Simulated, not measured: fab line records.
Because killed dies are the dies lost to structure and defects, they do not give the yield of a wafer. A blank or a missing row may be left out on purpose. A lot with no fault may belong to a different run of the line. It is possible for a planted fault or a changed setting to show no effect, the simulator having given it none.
Matching of chambers | flow n5-finfet | 4 sister chambers for N5_FIN_SAQP_MANDREL_ETCH_58 on rie-si-03
The step etches a-Si in HBr/Cl2, stops on SiNx, target depth 45 nm, bt time 10 s, time 27 s. 14 wafers are shown with their chamber, then 7 later ones without.

== EACH WAFER AND ITS CHAMBER ==
wafer  | chamber | drypump-motor-current-A (A) | throttle-valve-pct (%) | oes-product-au (a.u.)
L075.2 | 1       | 6.2                         | 35.74                  | 0.697
L075.3 | 2       | 5.5                         | 35.76                  | 0.675
L075.5 | 3       | 5.8                         | 35.84                  | 0.677
L080.2 | 2       | 5.4                         | 35.78                  | 0.673
L080.4 | 0       | 6.0                         | 35.98                  | 0.680
L080.5 | 2       | 5.4                         | 35.77                  | 0.685
L083.4 | 2       | 5.4                         | 35.74                  | 0.694
L083.5 | 1       | 6.2                         | 35.71                  | 0.705
L083.6 | 2       | 5.5                         | 35.75                  | 0.695
L090.1 | 1       | 6.2                         | 35.68                  | 0.701
L090.2 | 2       | 5.4                         | 35.77                  | 0.685
L090.3 | 0       | 6.0                         | 35.99                  | 0.684
L093.1 | 2       | 5.5                         | 35.76                  | 0.685
L093.4 | 2       | 5.4                         | 35.74                  | 0.688

SIGNATURES, as means of the wafers listed above
reading                 | chamber 0 | chamber 1 | chamber 2 | chamber 3 | scatter within a chamber
drypump-motor-current-A | 6.000     | 6.200     | 5.438     | 5.800     | 0.0433
throttle-valve-pct      | 35.9850   | 35.7100   | 35.7587   | 35.8400   | 0.0183
oes-product-au          | 0.68200   | 0.70100   | 0.68500   | 0.67700   | 0.00688
Rule: distance of a wafer from a chamber = root of the sum over the readings of ((wafer's reading minus chamber's mean) / reading's scatter) squared. The wafer belongs to the nearest chamber; if the next one is less than 2 further off, it can't be placed. The scatter: take each reading less its chamber's mean, square it, sum over the shown wafers, divide by the number of wafers less the number of chambers, and take the root.

== WAFERS WITH NO CHAMBER GIVEN ==
wafer  | drypump-motor-current-A (A) | throttle-valve-pct (%) | oes-product-au (a.u.)
L093.6 | 6.1                         | 35.98                  | 0.689
L095.2 | 5.7                         | 35.85                  | 0.663
L095.4 | 6.2                         | 35.69                  | 0.695
L095.5 | 6.1                         | 35.98                  | 0.692
L097.2 | 5.4                         | 35.76                  | 0.687
L097.3 | 5.8                         | 35.87                  | 0.674
L097.5 | 6.2                         | 35.68                  | 0.708

== WHICH CHAMBER EACH WENT THROUGH ==
wafer  | from the rows above | in truth
L093.6 | 0                   | 0
L095.2 | 3                   | 3
L095.4 | 1                   | 1
L095.5 | 0                   | 0
L097.2 | 2                   | 2
L097.3 | 3                   | 3
L097.5 | 1                   | 1
Placed correctly: 7 of 7. Number that these rows cannot place: 0. Number placed wrongly: 0.
